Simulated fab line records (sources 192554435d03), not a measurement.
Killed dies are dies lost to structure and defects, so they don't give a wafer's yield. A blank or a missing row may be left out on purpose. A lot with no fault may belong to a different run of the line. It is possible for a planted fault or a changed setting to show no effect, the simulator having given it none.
Split-lot trial + flow n5 finfet + on a route of 1938 steps: 7 lots, 21 wafers read

ABOUT THE SPLIT
At N5_WELL_APT_COAT_02 (resist thk 950 nm), the setting spin rpm was moved away from the recipe's 1357 rpm on 8 of the 21 wafers read, by -10.2% to +10.8%. The other wafers ran this setting at the recipe's value.

FROM THE SPLIT TO THE READING: what the file shows between them, 2 steps
- N5_WELL_APT_EBR_04
- N5_WELL_APT_SOFTBAKE_03: time 60 s

THE READING
WELL_APT.cd nm (the simulator's own value, which no gauge read), in nm, at N5_WELL_APT_DESCUM_13 (chemistry O2, time 7.9 s). No usual value for it is given in the file. Across the 13 wafers here that went through the recipe, the average is 201.5 nm and the standard deviation 0.97 nm.

| wafer  | tool, chamber at the split | spin rpm as run, rpm | against the recipe | WELL_APT.cd nm, nm | against lot-mates on the recipe |
|--------|----------------------------|----------------------|--------------------|--------------------|---------------------------------|
| L074.3 | litho track-01, 0          | 1218                 | -10.2%             | 198.6              | -3.5                            |
| L074.4 | litho track-01, 0          | 1218                 | -10.2%             | 199.6              | -2.5                            |
| L074.6 | litho track-01, 0          | 1357                 | recipe             | 202.1              | -                               |
| L077.1 | litho track-01, 0          | 1357                 | recipe             | 202.9              | -                               |
| L077.5 | litho track-01, 0          | 1357                 | recipe             | 202.9              | -                               |
| L077.4 | litho track-01, 0          | 1357                 | recipe             | 202.2              | -                               |
| L080.1 | litho track-05, 0          | 1423                 | +4.9%              | 202.3              | +2.2                            |
| L080.4 | litho track-05, 0          | 1357                 | recipe             | 199.7              | -                               |
| L080.5 | litho track-05, 0          | 1357                 | recipe             | 200.4              | -                               |
| L081.1 | litho track-01, 0          | 1357                 | recipe             | 201.5              | -                               |
| L081.2 | litho track-01, 0          | 1503                 | +10.8%             | 203.5              | +2.0                            |
| L081.3 | litho track-01, 0          | 1503                 | +10.8%             | 202.7              | +1.2                            |
| L085.1 | litho track-03, 0          | 1357                 | recipe             | 201.5              | -                               |
| L085.4 | litho track-03, 0          | 1357                 | recipe             | 200.8              | -                               |
| L085.6 | litho track-03, 0          | 1472                 | +8.5%              | 203.8              | +2.7                            |
| L093.2 | litho track-03, 0          | 1357                 | recipe             | 202.3              | -                               |
| L093.4 | litho track-03, 0          | 1357                 | recipe             | 201.3              | -                               |
| L093.5 | litho track-03, 0          | 1357                 | recipe             | 201.1              | -                               |
| L097.1 | litho track-05, 0          | 1477                 | +8.8%              | 202.3              | +2.1                            |
| L097.2 | litho track-05, 0          | 1477                 | +8.8%              | 201.6              | +1.4                            |
| L097.6 | litho track-05, 0          | 1357                 | recipe             | 200.2              | -                               |

THE FIT
A straight line over all 21 wafers: WELL_APT.cd nm changes by +0.174 nm for each +1% of spin rpm; r = +0.74; the points scatter about the line by 0.93 nm.
The same after taking each lot's own level away (the mean of its wafers on the recipe; 21 wafers): +0.235 nm for each +1%; r = +0.92; scatter 0.6 nm.
On that fit, the largest move of spin rpm shifts the reading by 2.5 nm.
Measured against the standard deviation above, the lots' own levels, which go from 200.05 to 202.67 nm, span 2.7 times it.
So the lot-to-lot level blurs the effect unless lot-mates are compared.
Check: with one of the wafers moved furthest among these (+10.8%) left out of the fit, the line predicts +2.54 nm for it against its lot-mates. It came out at +2 nm against them.

THE WHOLE CHAIN: every reading that the file lists as answering this split, in the file's order
| step                  | what it does             | reading                                                                          | change (the file's fit)               | r (the file's) |
|-----------------------|--------------------------|----------------------------------------------------------------------------------|---------------------------------------|----------------|
| N5_WELL_APT_COAT_02   | resist thk 950 nm        | coat_of_WELL_APT_COAT_02.thk nm (the simulator's own value, which no gauge read) | -4.5 nm for each +1% of the setting   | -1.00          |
| N5_WELL_APT_DESCUM_13 | chemistry O2, time 7.9 s | WELL_APT.cd nm (the simulator's own value, which no gauge read)                  | +0.245 nm for each +1% of the setting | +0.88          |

THE FILE'S OWN FIT
WELL_APT.cd nm changes by +0.245 nm for each +1% of spin rpm, r = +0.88.
